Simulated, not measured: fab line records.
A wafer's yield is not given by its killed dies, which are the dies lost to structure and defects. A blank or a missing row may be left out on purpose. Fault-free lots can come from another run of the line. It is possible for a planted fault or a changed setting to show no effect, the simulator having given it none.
fab line records	flow nand-harc
[record] lots = 13	wafers = 39	last-day = 33
route steps=1302 shown A_CONTACT@1090
lots with no fault: from the same line, run without faults
start-h: start of the lot's first displayed wafer, in hours after the record's first day	wait-h: hours elapsed since this lot's preceding step	" identical to the entry in the row above	L1.1+2: one row covering several wafers at once	- no value, or no start given	* or withheld: withheld	< > ~ a bound
route shown NAME@n: names a module that has steps shown in the file, with the first one's number in the route	usual: the fault-free wafers' mean and standard deviation	same: alike in all rows	chamber/n: place in a boat	sites: each site's reading	_std_site: the standard deviation of these	_edge_site: inner sites' mean taken away from outer sites' mean	radius-mm: for every site, how far away it sits from the centre of the wafer	mask NAME#n: copy n	behind: tool/chamber where the wafer was last shaped	hold: the reason the lot was held/the length of the hold in hours/how it ended	device: names the non-switching transistor (n, p or np)	end of line: tests of these same wafers at the route's end	a step without rows: its recipe alone	killed: count of dies lost to structure and defects at first sort (not the wafer's yield)	map: shows each die of a wafer: x if killed, . if not, _ if none is there
set.NAME: the run value of the setting; set.NAME@STEP: its run value at that earlier step	model.NAME: the simulator's own value behind a step, which no gauge read
the route's steps for a sample of lots (tables are steps, rows are wafers)
services: a tool's chamber out of use, with start hour (start-h, from the record's first day; less than 0 if before it), hours out, and reason
[[steps]]
[step NHARC_A_CONTACT_ETCH_138]
[recipe] source-w = withheld	pressure-mtorr = 20	bias-v = 1200	time-s = 311	target-depth-a = 19140	ar-flow-sccm = withheld	c4f8-flow-sccm = withheld	o2-flow-sccm = withheld	chemistry = C4F8/O2/Ar
lot.wafer	tool	chamber	start-h	wait-h	rf-hours-counter-h
L236.1	har-cap-etch-02	0	511.17	0.2	88
L236.5	"	1	"	"	-
L236.6	"	0	"	"	-
L235.1	har-cap-etch-03	0	513.04	0.2	48
L235.4	"	1	"	"	-
L235.5	"	1	"	"	-
L237.2	har-cap-etch-02	1	526.95	0.2	89
L237.4	"	1	"	"	-
L237.3	"	0	"	"	-
L239.1	har-cap-etch-02	1	552.42	0.2	92
L239.3	"	0	"	"	-
L239.5	"	1	"	"	-
L242.1	har-cap-etch-01	0	585.26	0.3	11
L242.2	"	1	"	"	11
L242.3	"	0	"	"	-
L243.4	har-cap-etch-02	0	596.74	0.2	-
L243.3	"	1	"	"	-
L243.5	"	1	"	"	-
L241.4	har-cap-etch-01	0	599.87	0.4	-
L241.6	"	0	"	"	-
L241.5	"	1	"	"	-
L247.1	har-cap-etch-03	1	627.77	0.2	67
L247.4	"	1	"	"	-
L247.6	"	0	"	"	-
L246.2	har-cap-etch-02	0	633.70	0.2	110
L246.4	"	1	"	"	-
L246.3	"	0	"	"	-
L251.1	har-cap-etch-03	1	666.52	0.2	73
L251.3	"	1	"	"	-
L251.6	"	0	"	"	-
L249.2	har-cap-etch-02	1	683.45	0.2	119
L249.3	"	1	"	"	-
L249.5	"	1	"	"	-
L257.1	har-cap-etch-01	1	729.38	0.2	37
L257.6	"	1	"	"	-
L257.5	"	0	"	"	-
L258.1	har-cap-etch-01	0	745.10	0.2	38
L258.4	"	1	"	"	-
L258.5	"	1	"	"	-
[step NHARC_A_CONTACT_STRIP_26]
[recipe] o2-flow-sccm = 500	ar-flow-sccm = 0	bias-w = 0	chemistry = O2
[usual] drypump-motor-current-A = 5.8/0.53	oes-product-au = 1.001/0.01	rf-vpp-V = 57.6/0.9	showerhead-plenum-p-Torr = 3.47/0.17	throttle-valve-pct = 17.036/0.0081
lot.wafer	tool	chamber	start-h	wait-h	drypump-motor-current-A	oes-product-au	rf-hours-counter-h	rf-vpp-V	showerhead-plenum-p-Torr	throttle-valve-pct
L236.1	rie-diel-05	0	-	-	6.7	1.011	30	56.7	3.31	17.032
L236.5	"	0	"	"	6.7	1.018	-	59.2	3.31	17.037
L236.6	"	1	"	"	5.3	0.985	-	56.7	3.36	17.034
L235.4	rie-diel-11	3	-	-	5.4	1.003	24	59.0	3.76	17.046
L235.1	"	0	"	"	6.3	0.991	23	57.7	3.46	17.027
L235.5	"	3	"	"	5.4	1.003	-	58.3	3.76	17.039
L237.4	rie-diel-01	2	-	-	5.0	1.009	24	58.0	3.55	17.040
L237.3	"	3	"	"	6.3	0.998	22	58.1	3.38	17.043
L237.2	"	0	"	"	6.1	1.001	21	57.1	3.35	17.048
L239.1	rie-diel-01	0	-	-	6.0	0.996	27	57.3	3.35	17.037
L239.3	"	1	"	"	5.0	1.008	29	58.0	3.79	17.018
L239.5	"	0	"	"	6.0	0.988	-	58.4	3.35	17.043
L242.2	rie-diel-11	0	-	-	6.3	0.987	55	57.0	3.44	17.022
L242.3	"	1	"	"	5.8	0.979	51	56.8	3.39	17.034
L242.1	"	2	"	"	5.5	1.010	50	57.5	3.28	17.039
L243.4	rie-diel-11	3	-	-	5.4	0.999	56	58.7	3.74	17.045
L243.3	"	1	"	"	5.8	0.981	52	58.1	3.39	17.034
L243.5	"	2	"	"	5.5	1.000	-	58.6	3.28	17.033
L241.4	rie-diel-01	0	-	-	6.0	1.000	8	57.7	3.34	17.033
L241.5	"	3	"	"	6.3	1.003	-	56.0	3.37	17.025
L241.6	"	0	"	"	6.0	1.005	-	57.3	3.34	17.022
L247.4	rie-diel-01	3	-	-	6.3	1.011	13	56.3	3.37	17.029
L247.1	"	0	"	"	6.0	1.007	13	57.1	3.34	17.031
L247.6	"	3	"	"	6.4	1.012	-	56.2	3.36	17.030
L246.3	rie-diel-05	2	-	-	6.2	0.992	16	58.1	3.55	17.028
L246.2	"	3	"	"	5.8	0.997	15	56.8	3.30	17.040
L246.4	"	1	"	"	5.4	1.002	-	57.6	3.35	17.030
L251.3	rie-diel-11	0	-	-	6.3	0.993	16	56.7	3.43	17.033
L251.1	"	2	"	"	5.5	0.996	13	58.0	3.80	17.038
L251.6	"	0	"	"	6.3	0.991	-	56.3	3.43	17.042
L249.3	rie-diel-05	0	-	-	6.7	0.993	21	57.3	3.29	17.038
L249.2	"	1	"	"	5.3	0.997	27	58.5	3.34	17.022
L249.5	"	1	"	"	5.3	1.002	-	58.1	3.34	17.038
L257.1	rie-diel-05	3	-	-	5.8	1.015	44	57.5	3.28	17.048
L257.6	"	2	"	"	6.2	1.005	-	58.2	3.53	17.030
L257.5	"	3	"	"	5.8	1.008	-	56.9	3.28	17.005
L258.4	rie-diel-01	3	-	-	6.3	1.010	0	57.7	3.36	17.038
L258.1	"	1	"	"	4.9	1.012	0	58.2	3.77	17.033
L258.5	"	3	"	"	6.3	1.028	-	56.2	3.35	17.030
[step NHARC_A_CONTACT_CVD_19]
[recipe] target-thk-a = 3000	temp-c = 300	pressure-torr = 40	wf6-flow-sccm = 40	h2-flow-sccm = 1600	ar-flow-sccm = 1560	time-s = 802	material = W
[usual] chamber-pressure-Torr = 39.99/0.084	heater-power-outer-w = 269/32	heater-power-w = 474/45	throttle-valve-pct = 7.89/0.21
lot.wafer	tool	chamber	start-h	wait-h	chamber-pressure-Torr	heater-power-outer-w	heater-power-w	throttle-valve-pct
L236.1	cvd-w-01	0	513.61	-	39.90	270	446	8.27
L236.5	"	1	"	"	40.01	300	520	7.62
L236.6	"	0	"	"	39.84	271	457	7.76
L235.1	cvd-w-02	0	515.32	-	39.97	314	522	7.75
L235.4	"	0	"	"	39.98	302	527	7.72
L235.5	"	0	"	"	39.89	324	527	7.71
L237.2	cvd-w-01	1	529.15	-	39.90	294	505	8.01
L237.3	"	1	"	"	40.02	289	511	8.11
L237.4	"	0	"	"	40.10	266	454	8.18
L239.1	cvd-w-02	1	554.74	-	40.08	227	428	7.91
L239.3	"	1	"	"	40.01	222	426	8.00
L239.5	"	1	"	"	40.11	234	431	7.73
L242.1	cvd-w-02	0	593.92	-	39.93	316	528	8.00
L242.2	"	1	"	"	40.01	226	431	7.63
L242.3	"	0	"	"	39.84	303	539	7.56
L243.3	cvd-w-02	1	599.09	-	40.01	230	427	7.80
L243.4	"	0	"	"	40.06	310	543	7.74
L243.5	"	0	"	"	40.00	320	539	7.71
L241.4	cvd-w-01	1	602.61	-	40.05	292	519	8.20
L241.6	"	1	"	"	40.11	289	529	7.97
L241.5	"	0	"	"	39.92	251	416	7.82
L247.1	cvd-w-01	0	629.96	-	40.12	253	431	7.76
L247.4	"	1	"	"	39.98	294	520	7.93
L247.6	"	1	"	"	39.88	298	535	7.96
L246.2	cvd-w-01	0	636.19	-	-	-	-	-
L246.3	"	1	"	"	-	-	-	-
L246.4	"	0	"	"	-	-	-	-
L251.1	cvd-w-01	0	668.71	-	-	-	-	-
L251.3	"	0	"	"	-	-	-	-
L251.6	"	0	"	"	-	-	-	-
L249.2	cvd-w-02	1	685.95	-	39.94	221	432	7.80
L249.3	"	1	"	"	39.81	232	435	8.05
L249.5	"	0	"	"	40.07	285	491	8.16
L257.1	cvd-w-02	0	731.99	-	39.95	292	500	8.02
L257.5	"	1	"	"	40.00	224	436	7.98
L257.6	"	0	"	"	40.11	292	495	8.18
L258.1	cvd-w-01	0	747.29	-	39.87	259	422	7.46
L258.4	"	0	"	"	39.90	254	435	7.23
L258.5	"	1	"	"	39.98	301	543	7.74
[step NHARC_A_CONTACT_CMP_20]
[recipe] t-overpolish-s = 30	target-thk-nm = 300
[usual] motor-current-A = 11.6/1.2	overpolish-run-s = 29.999/0.0086	retaining-ring-pressure-frac = 1.000/0.0053	time-to-endpoint-s = 58/3.2
lot.wafer	tool	chamber	start-h	wait-h	motor-current-A	overpolish-run-s	retaining-ring-pressure-frac	time-to-endpoint-s
L236.1	cmp-02	2	514.46	0.7	12.0	29.993	1.002	50
L236.6	"	3	"	"	14.2	29.995	0.999	60
L236.5	"	0	"	"	10.9	29.999	0.988	57
L235.4	cmp-02	2	516.09	0.4	11.9	30.004	1.004	50
L235.1	"	1	"	"	10.1	30.005	1.000	51
L235.5	"	2	"	"	12.0	29.982	0.992	53
L237.2	cmp-03	3	530.04	0.8	11.9	29.993	1.004	61
L237.3	"	0	"	"	12.2	29.993	1.000	61
L237.4	"	1	"	"	9.8	30.002	1.003	61
L239.1	cmp-04	1	555.65	0.8	12.6	30.015	0.998	61
L239.3	"	3	"	"	10.9	29.998	1.003	61
L239.5	"	1	"	"	12.0	30.001	1.003	61
L242.1	cmp-02	0	594.84	0.8	10.8	30.008	0.999	58
L242.3	"	1	"	"	10.7	29.981	0.999	54
L242.2	"	2	"	"	12.5	29.996	1.000	54
L243.3	cmp-02	3	599.72	0.5	13.7	29.987	0.998	60
L243.4	"	0	"	"	11.6	30.001	1.001	61
L243.5	"	0	"	"	11.2	29.980	1.007	57
L241.4	cmp-03	0	603.28	0.5	12.2	30.002	0.994	60
L241.5	"	3	"	"	11.4	29.995	0.996	62
L241.6	"	0	"	"	12.4	30.014	1.003	62
L247.1	cmp-02	0	630.90	0.8	11.4	29.994	1.004	60
L247.4	"	1	"	"	10.3	29.997	0.985	54
L247.6	"	2	"	"	12.4	30.003	0.993	53
L246.2	cmp-04	3	636.95	0.6	11.2	29.996	0.996	0
L246.4	"	0	"	"	10.1	30.006	1.004	0
L246.3	"	2	"	"	12.2	30.004	1.000	0
L251.1	cmp-04	0	669.62	0.8	10.2	30.008	1.001	1
L251.3	"	2	"	"	12.0	29.988	1.002	0
L251.6	"	3	"	"	10.3	29.991	1.007	1
L249.3	cmp-02	1	686.74	0.4	10.4	30.014	0.995	61
L249.2	"	2	"	"	11.7	30.003	1.002	57
L249.5	"	0	"	"	11.0	29.984	1.012	63
L257.1	cmp-02	0	732.80	0.7	11.0	30.006	0.998	57
L257.6	"	2	"	"	12.3	30.001	1.000	52
L257.5	"	3	"	"	13.2	29.988	0.987	58
L258.4	cmp-03	3	748.17	0.5	11.8	30.004	1.000	59
L258.1	"	0	"	"	11.9	29.998	0.997	61
L258.5	"	0	"	"	13.0	29.977	0.999	62
[step NHARC_A_CONTACT_INSPECT_23]
[usual] raw-defect-count = 514/130
lot.wafer	tool	chamber	start-h	wait-h	raw-defect-count
L236.1	defect-inspect-02	-	514.79	0.1	409
L236.5	"	-	"	"	392
L236.6	"	-	"	"	426
L235.1	defect-inspect-02	-	516.50	0.1	659
L235.4	"	-	"	"	612
L235.5	"	-	"	"	475
L237.2	defect-inspect-02	-	530.45	0.1	591
L237.3	"	-	"	"	788
L237.4	"	-	"	"	547
L239.1	defect-inspect-02	-	556.03	0.1	404
L239.3	"	-	"	"	514
L239.5	"	-	"	"	404
L242.1	defect-inspect-02	-	595.22	0.1	508
L242.2	"	-	"	"	354
L242.3	"	-	"	"	353
L243.3	defect-inspect-01	-	600.13	0.1	527
L243.4	"	-	"	"	745
L243.5	"	-	"	"	587
L241.4	defect-inspect-01	-	603.65	0.1	533
L241.5	"	-	"	"	492
L241.6	"	-	"	"	515
L247.1	defect-inspect-01	-	631.25	0.1	431
L247.4	"	-	"	"	449
L247.6	"	-	"	"	589
L249.2	defect-inspect-01	-	687.12	0.1	705
L249.3	"	-	"	"	582
L249.5	"	-	"	"	496
L257.1	defect-inspect-01	-	733.15	0.1	414
L257.5	"	-	"	"	487
L257.6	"	-	"	"	409
L258.1	defect-inspect-01	-	748.57	0.1	426
L258.4	"	-	"	"	324
L258.5	"	-	"	"	322
[[services]]
tool	chamber	start-h	hours	kind
har-cap-etch-01	-	497.60	17.0	pm
cmp-04	-	504.51	4.0	pm
cmp-02	-	512.13	1.2	repair
cmp-02	-	526.67	4.0	pm
har-cap-etch-02	-	533.86	0.5	repair
cvd-w-01	-	547.00	13.0	pm
cmp-03	-	554.24	4.0	pm
rie-diel-01	-	557.82	9.0	pm
har-cap-etch-02	-	564.73	1.6	repair
cmp-04	-	568.24	3.2	repair
rie-diel-11	2	580.32	2.7	repair
rie-diel-05	-	583.66	9.0	pm
cmp-03	-	591.50	5.3	repair
cmp-04	-	602.51	4.0	pm
rie-diel-11	-	610.70	9.0	pm
rie-diel-05	0	624.22	17.4	repair
cmp-02	-	624.67	4.0	pm
cvd-w-02	-	631.00	13.0	pm
rie-diel-11	2	643.46	6.4	repair
cmp-02	-	706.10	1.4	repair
cmp-02	-	722.79	4.0	pm
cvd-w-01	-	728.00	13.0	pm
rie-diel-01	-	734.82	9.0	pm
cvd-w-02	1	735.33	4.9	repair
[[key]]
[first-sign] step = NHARC_A_CONTACT_CVD_19	reading = tool-record	direction = missing
[effect] step = NHARC_A_CONTACT_CMP_20	reading = time-to-endpoint-s	direction = down	sigmas = 18	usual = *	struck = *
met-at NHARC_A_CONTACT_CVD_19
struck-lots L246,L251
scrapped-behind NHARC_A_CONTACT_THK_MEAS_21 L246.2,L246.3,L246.4,L251.1,L251.3,L251.6
not-acting-at NHARC_A_CONTACT_ETCH_138,NHARC_A_CONTACT_STRIP_26,NHARC_A_CONTACT_INSPECT_23
onset-between 629.96 636.19
[fault] kind = skipped-step-whole	tool = cvd-w-01	chamber = -	onset-h = 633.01	steps = NHARC_A_CONTACT_CVD_19	scope = struck-lots-only
